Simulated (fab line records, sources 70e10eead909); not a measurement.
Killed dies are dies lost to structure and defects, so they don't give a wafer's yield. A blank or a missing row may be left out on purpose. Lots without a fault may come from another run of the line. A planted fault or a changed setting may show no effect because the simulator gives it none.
Tool commonality check | flow nand_harc | 13 lots, 39 wafers sampled

WHY IT WAS OPENED
At NHARC_A_SOURCE_PLATE_THK_MEAS_09 the reading thk_nm is flagged on 3 of 13 lots. Wafers without a fault read 9.8 nm, standard deviation 0.93.
Rule: a lot is flagged when every wafer of it that has a number lies more than 4 standard deviations from that mean, or none has a number. The other lots count as sound.

lot  | measured     | on            | thk_nm (nm), wafer by wafer | flag
L144 | day 6 21:37  | film_metro-02 | 10.4 11.4 9.5               |
L149 | day 8 07:38  | film_metro-02 | 8.8 9.8 11.0                |
L147 | day 8 07:38  | film_metro-02 | 9.0 10.1 9.5                |
L148 | day 8 07:38  | film_metro-02 | 9.9 9.3 10.5                |
L150 | day 8 20:09  | film_metro-01 | 9.9 11.4 8.6                |
L151 | day 8 20:09  | film_metro-02 | 9.5 11.0 8.9                |
L152 | day 9 07:56  | film_metro-01 | 11.1 10.4 9.3               |
L153 | day 9 12:17  | film_metro-02 | 16.4 15.5 15.5              | FLAGGED
L154 | day 11 10:33 | film_metro-02 | 14.6 15.5 14.6              | FLAGGED
L155 | day 11 14:30 | film_metro-01 | 14.9 15.4 16.7              | FLAGGED
L164 | day 11 23:22 | film_metro-02 | 9.6 9.4 9.4                 |
L165 | day 12 03:04 | film_metro-02 | 9.6 9.8 10.6                |
L167 | day 12 17:22 | film_metro-02 | 10.0 11.0 11.0              |
The numbers of the flagged lots are 15.5 nm on average: +5.7 nm against the usual, or +6 standard deviations.

WHICH TOOL RAN EACH LOT
The record holds 2 process steps before the reading, out of a route of 1159 steps. In each cell: the tool, then ch and the chambers that the sampled wafers went through, then the start.
lot  | flag    | NHARC_A_ZERO_WELL_RTA_16         | NHARC_A_SOURCE_PLATE_OXIDE_02
L144 |         | rtp_anneal-02 ch 0, day 6 11:14  | furnace-04 ch 0, day 6 17:28
L149 |         | rtp_anneal-02 ch 0, day 7 22:35  | furnace-03 ch 0, day 8 03:34
L147 |         | rtp_anneal-02 ch 0, day 8 00:02  | furnace-03 ch 0, day 8 03:34
L148 |         | rtp_anneal-02 ch 0, day 8 01:03  | furnace-03 ch 0, day 8 03:34
L150 |         | rtp_anneal-02 ch 0, day 8 14:07  | furnace-03 ch 0, day 8 16:08
L151 |         | rtp_anneal-01 ch 0, day 8 12:35  | furnace-03 ch 0, day 8 16:08
L152 |         | rtp_anneal-02 ch 0, day 9 00:31  | furnace-03 ch 0, day 9 03:50
L153 | FLAGGED | rtp_anneal-01 ch 0, day 9 00:18  | furnace-03 ch 0, day 9 03:50
L154 | FLAGGED | rtp_anneal-01 ch 0, day 10 23:58 | furnace-03 ch 0, day 11 01:53 and furnace-04 ch 0, day 11 06:10
L155 | FLAGGED | rtp_anneal-02 ch 0, day 11 02:58 | furnace-04 ch 0, day 11 06:10
L164 |         | rtp_anneal-02 ch 0, day 11 15:47 | furnace-04 ch 0, day 11 19:17
L165 |         | rtp_anneal-02 ch 0, day 11 18:56 | furnace-03 ch 0, day 11 23:01
L167 |         | rtp_anneal-02 ch 0, day 12 09:46 | furnace-03 ch 0, day 12 13:18
What these steps do:
- NHARC_A_ZERO_WELL_RTA_16: time 10 s.
- NHARC_A_SOURCE_PLATE_OXIDE_02: material SiO2, target thk 10 nm, ox time 1362 s.
- NHARC_A_SOURCE_PLATE_THK_MEAS_09: measures by ellipsometry.

FLAGGED OVER TOTAL, TOOL BY TOOL (the gauges that took the reading come last)
step                             | tool          | lots run | flagged | share of the flagged lots | sound lots run after its first flagged lot
NHARC_A_ZERO_WELL_RTA_16         | rtp_anneal-01 | 3        | 2       | some                      | 0
NHARC_A_ZERO_WELL_RTA_16         | rtp_anneal-02 | 10       | 1       | some                      | 3 (L164,L165,L167)
NHARC_A_SOURCE_PLATE_OXIDE_02    | furnace-03    | 10       | 2       | some                      | 2 (L165,L167)
NHARC_A_SOURCE_PLATE_OXIDE_02    | furnace-04    | 4        | 2       | some                      | 1 (L164)
NHARC_A_SOURCE_PLATE_THK_MEAS_09 | film_metro-01 | 3        | 1       | some                      | 0
NHARC_A_SOURCE_PLATE_THK_MEAS_09 | film_metro-02 | 10       | 2       | some                      | 3 (L164,L165,L167)

WHAT THE TABLE ALLOWS
No row of the table ran every flagged lot.

WHAT THE SIMULATOR HAD PUT IN
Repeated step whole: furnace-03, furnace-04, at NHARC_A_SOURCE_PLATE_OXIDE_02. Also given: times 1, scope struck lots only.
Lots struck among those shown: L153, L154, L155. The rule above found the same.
